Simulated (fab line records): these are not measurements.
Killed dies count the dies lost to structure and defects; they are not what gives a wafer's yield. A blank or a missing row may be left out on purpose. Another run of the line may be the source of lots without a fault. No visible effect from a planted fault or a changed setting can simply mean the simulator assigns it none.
Chamber matching ; flow nandHarc ; NHARC_A_SGD_CUT_DEP_00 on pecvd-01 has 3 sister chambers
The step deposits SiNx, target thk 50 nm. 3 wafers are shown with their chamber, then 7 later ones without.

## WAFERS WITH THEIR CHAMBER
wafer;chamber;heaterPowerW (W)
L083.2;0;789
L082.1;2;678
L082.2;1;667

## WAFERS WHOSE CHAMBER IS MISSING
wafer;heaterPowerW (W)
L082.6;719
L092.1;632
L092.3;753
L092.6;604
L093.1;574
L093.4;833
L093.6;562

## WHICH CHAMBER EACH ONE RAN IN
wafer;from the rows above;in truth
L082.6;can't be placed: 2 or 1 or 0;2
L092.1;can't be placed: 1 or 2 or 0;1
L092.3;can't be placed: 0 or 2 or 1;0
L092.6;can't be placed: 1 or 2 or 0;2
L093.1;can't be placed: 1 or 2 or 0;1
L093.4;can't be placed: 0 or 2 or 1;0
L093.6;can't be placed: 1 or 2 or 0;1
Correct placement for 0 of the 7. From these rows, 7 cannot be placed; in 7 the true chamber is one of the candidates. 0 placed wrongly.
How it was worked out, from the rows above alone: a wafer's distance from a chamber is the root of the sum, over the readings, of the square of ((its reading less the chamber's mean) divided by the reading's scatter). If the next closest chamber is less than 2 further off than the closest, the wafer can't be placed; otherwise it belongs to the closest. The mean given for a chamber averages the wafers shown for that chamber. The scatter (one wafer shown for each chamber): square how far every hidden wafer sits from the nearest shown wafer, average those squares and take the square root.
